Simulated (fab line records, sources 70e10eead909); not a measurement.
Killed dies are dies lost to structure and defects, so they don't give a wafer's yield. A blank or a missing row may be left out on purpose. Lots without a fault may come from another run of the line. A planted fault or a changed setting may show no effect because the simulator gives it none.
Chamber matching | flow nand_harc | NHARC_P_CONTACT_DEP_30 on pecvd-03: 3 sister chambers
The step deposits SiNx, target thk 30 nm. 3 wafers are shown with their chamber, then 8 later ones without.

WAFERS WITH THEIR CHAMBER
wafer  | chamber | heater_power_w (W)
L090.5 | 1       | 823
L090.6 | 2       | 815
L093.1 | 0       | 740

WAFERS WITHOUT THEIR CHAMBER
wafer  | heater_power_w (W)
L093.3 | 738
L093.4 | 745
L094.2 | 766
L094.4 | 762
L094.6 | 768
L095.3 | 700
L095.4 | 727
L095.5 | 735

WHICH CHAMBER EACH WENT THROUGH
wafer  | from the rows above          | in truth
L093.3 | 0                            | 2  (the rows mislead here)
L093.4 | 0                            | 0
L094.2 | can't be placed: 0 or 2 or 1 | 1
L094.4 | can't be placed: 0 or 2 or 1 | 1
L094.6 | can't be placed: 0 or 2 or 1 | 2
L095.3 | 0                            | 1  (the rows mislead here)
L095.4 | 0                            | 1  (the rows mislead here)
L095.5 | 0                            | 0
Placed correctly: 2 of 8. Can't be placed from these rows: 3 (the true chamber is among the candidates in 3). Placed wrongly: 3.
How it was worked out, from the rows above alone: a wafer's distance from a chamber is the root of the sum, over the readings, of the square of ((its reading less the chamber's mean) divided by the reading's scatter). The wafer belongs to the nearest chamber; if the next one is less than 2 further off, it can't be placed. A chamber's mean is the mean of its shown wafers. The scatter: with one shown wafer a chamber, the root of the mean of the squares of how far each hidden wafer lies from its nearest shown one.
